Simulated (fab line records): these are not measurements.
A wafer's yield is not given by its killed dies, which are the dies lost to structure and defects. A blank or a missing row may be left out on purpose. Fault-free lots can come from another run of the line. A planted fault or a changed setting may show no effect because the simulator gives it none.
The same fault as seen by 2 desks    flow nandHarc    what lay behind the numbers comes last; until then each desk has only its own

## THE METROLOGY DESK
Lot by lot, what the gauges showed, no matter which tool ran the lot: averages of those sampled wafers that carry a number. The brackets show how far a lot's mean lies from the usual mean; more than 4 standard deviations puts the lot out of limits, marked OUT.
Columns: A = thkNm at NHARC_A_BONDPAD_THK_MEAS_20, usual 169.2 nm
lot   first seen here  A
L657  day 18 04:28     167.5
L656  day 18 06:35     170.4
L659  day 18 11:45     167.3
L658  day 18 12:10     168.4
L660  day 19 02:20     166.4
L661  day 19 23:16     168.5
L669  day 21 00:29     170.8
L670  day 21 03:58     169.2
L674  day 22 05:07     170.2
L675  day 22 17:32     170.3
L676  day 22 18:49     170.9
L679  day 23 01:22     169.8
L677  day 23 04:50     170.8
This desk's finding: nothing out of limits on any of the 13 lots.

## TOOL OWNER'S DESK, plasmaAsher-02
The tool's own readings at NHARC_A_STAIRCASE_STRIP_254 (strips in O2): means of the sampled wafers that have a number, for each lot that ran on this tool. The brackets show how far a lot's mean lies from the usual mean; more than 4 standard deviations puts the lot out of limits, marked OUT.
Columns: A = drypumpMotorCurrentA at NHARC_A_STAIRCASE_STRIP_254, usual 5.6 A; B = heaterPowerW at NHARC_A_STAIRCASE_STRIP_254, usual 351 W
lot   first seen here  A    B
L657  day 11 14:49     5.7  351
L658  day 11 19:36     5.9  355
L659  day 11 20:35     5.7  343
L661  day 12 19:53     5.9  348
L669  day 14 09:23     5.7  352
L670  day 14 21:10     5.7  352
This desk's finding: nothing out of limits on any of the 6 lots.

## PUT TOGETHER
Metrology desk: nothing out of limits seen.
Nothing out of limits was seen by the tool owner's desk.

## WHAT THE SIMULATOR HAD INSERTED
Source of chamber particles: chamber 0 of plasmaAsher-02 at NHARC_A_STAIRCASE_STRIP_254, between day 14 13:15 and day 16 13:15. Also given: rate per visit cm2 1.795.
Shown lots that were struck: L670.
